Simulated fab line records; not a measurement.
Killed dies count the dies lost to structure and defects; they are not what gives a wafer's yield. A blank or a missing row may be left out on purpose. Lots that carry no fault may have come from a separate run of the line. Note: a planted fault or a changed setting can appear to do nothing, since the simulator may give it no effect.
Comparing a struck lot with a sound one -- flow nand_harc -- 15 steps out of a route of 1159
Sound: these wafers, L673.1, L673.3, L673.5. Struck: wafer L683.3. (L683.2, L683.5 of the same lot were not struck and are left out.) The cause comes at the end.
At each step with rows: each side's tool, then ch and its chambers, then its first start. Under that, the readings that differ: sound wafers -- struck wafers -- difference of the means -- sigmas: that difference in standard deviations of wafers without a fault.
alike: same words and numbers on both sides, and readings whose means sit less than 2 such deviations apart. not compared: any withheld reading, any reading some wafer has no value for, any bound like >300 that may hide the same value, and any number with overlapping values for which the record gives no deviation.
The two part at a step that has a row with sigmas, a row that says differs or no value, or rows on one side only. When numbers do not overlap yet have no deviation, they are printed without sigmas and do not part them. A reading missing from all wafers of one side parts the sides only when that side holds two or more wafers.

first, 1 step without rows for these wafers: NHARC_A_M0_DEVELOP_08 (develop time 35 s).
NHARC_A_M0_CD_MEAS_09: target cd 80 nm.
  sound on cd_sem-03 ch 0, day 17 18:12; struck on cd_sem-01 ch 0, day 20 11:27
  alike: cd_nm
NHARC_A_M0_OVL_MEAS_10: pitch 160 nm.
  sound on overlay-01, day 17 18:17; struck on overlay-01, day 20 11:32
  alike: overlay_x_nm, overlay_y_nm
NHARC_A_M0_INSPECT_11:
  sound on defect_inspect-02, day 17 18:20; struck on defect_inspect-01, day 20 11:34
  alike: raw_defect_count
NHARC_A_M0_DESCUM_14: chemistry O2, time 3 s.
  sound on rie_diel-08 ch 0,1,2, day 17 18:24; struck on rie_diel-05 ch 1, day 20 11:38
reading,sound,struck,difference,sigmas
rf_vpp_V (V),57.7 57.7 59.0,56.3,-1.8,-2
  alike: drypump_motor_current_A, oes_product_au, showerhead_plenum_p_Torr, throttle_valve_pct
  not compared: rf_hours_counter_h
NHARC_A_M0_ETCH_34: etches the open film in N2/H2, target depth 40 nm, overetch 12 nm, time 43.94 s.
  sound on rie_diel-08 ch 0,1,2, day 17 18:28; struck on rie_diel-05 ch 1, day 20 11:43
reading,sound,struck,difference,sigmas
oes_product_au (a.u.),0.996 0.985 0.988,1.006,+0.016,+3
  alike: bias_w, drypump_motor_current_A, rf_vpp_V, showerhead_plenum_p_Torr, throttle_valve_pct
  not compared: rf_hours_counter_h
NHARC_A_M0_ETCH_15: etches the open film in C4F8/Ar, target depth 150 nm, overetch 15 nm, time 82.5 s.
  sound: rie_diel-08 ch 0,1,2; struck: rie_diel-05 ch 0
  alike: bias_w, oes_product_au, rf_vpp_V
  not compared: rf_hours_counter_h
NHARC_A_M0_CD_MEAS_16:
  sound on cd_sem-01, day 17 18:41; struck on cd_sem-01, day 20 11:56
  alike: cd_nm
NHARC_A_M0_STRIP_18: strips in N2/H2.
  sound on rie_diel-05 ch 1,3, day 17 18:46; struck on rie_diel-05 ch 3, day 20 12:04
  alike: drypump_motor_current_A, oes_product_au, power_w, rf_vpp_V, showerhead_plenum_p_Torr, throttle_valve_pct
  not compared: rf_hours_counter_h
then, 3 steps without rows for these wafers: NHARC_A_M0_STRIP_19 (strips in post etch residue remover, time 600 s); NHARC_A_M0_DEGAS_28 (time 60 s); NHARC_A_M0_PRE_CLEAN_29 (time 30 s).
NHARC_A_M0_PVD_20: deposits TaN, target thk 5 nm, time 8.06 s.
  sound on pvd_sputter-03, day 17 19:25; struck on pvd_sputter-01, day 20 12:41
reading,sound,struck,difference,sigmas
time_s (s),8.06 8.06 8.06,12.131,+4.071,
  alike: throttle_valve_pct
NHARC_A_M0_PVD_21: deposits Cu, target thk 30 nm, time 20.49 s.
  sound on pvd_sputter-03; struck on pvd_sputter-01
  alike: throttle_valve_pct
  not compared: time_s
following that, these wafers have no rows for 1 step: NHARC_END_SORT_01.

## WHERE THEY PART
Last at NHARC_A_M0_ETCH_34 as far as this record goes, first at NHARC_A_M0_DESCUM_14. Later steps at which nothing parts them and some readings are alike: NHARC_A_M0_ETCH_15, NHARC_A_M0_CD_MEAS_16, NHARC_A_M0_STRIP_18, NHARC_A_M0_PVD_20, NHARC_A_M0_PVD_21.

WHY: what the simulator had put in
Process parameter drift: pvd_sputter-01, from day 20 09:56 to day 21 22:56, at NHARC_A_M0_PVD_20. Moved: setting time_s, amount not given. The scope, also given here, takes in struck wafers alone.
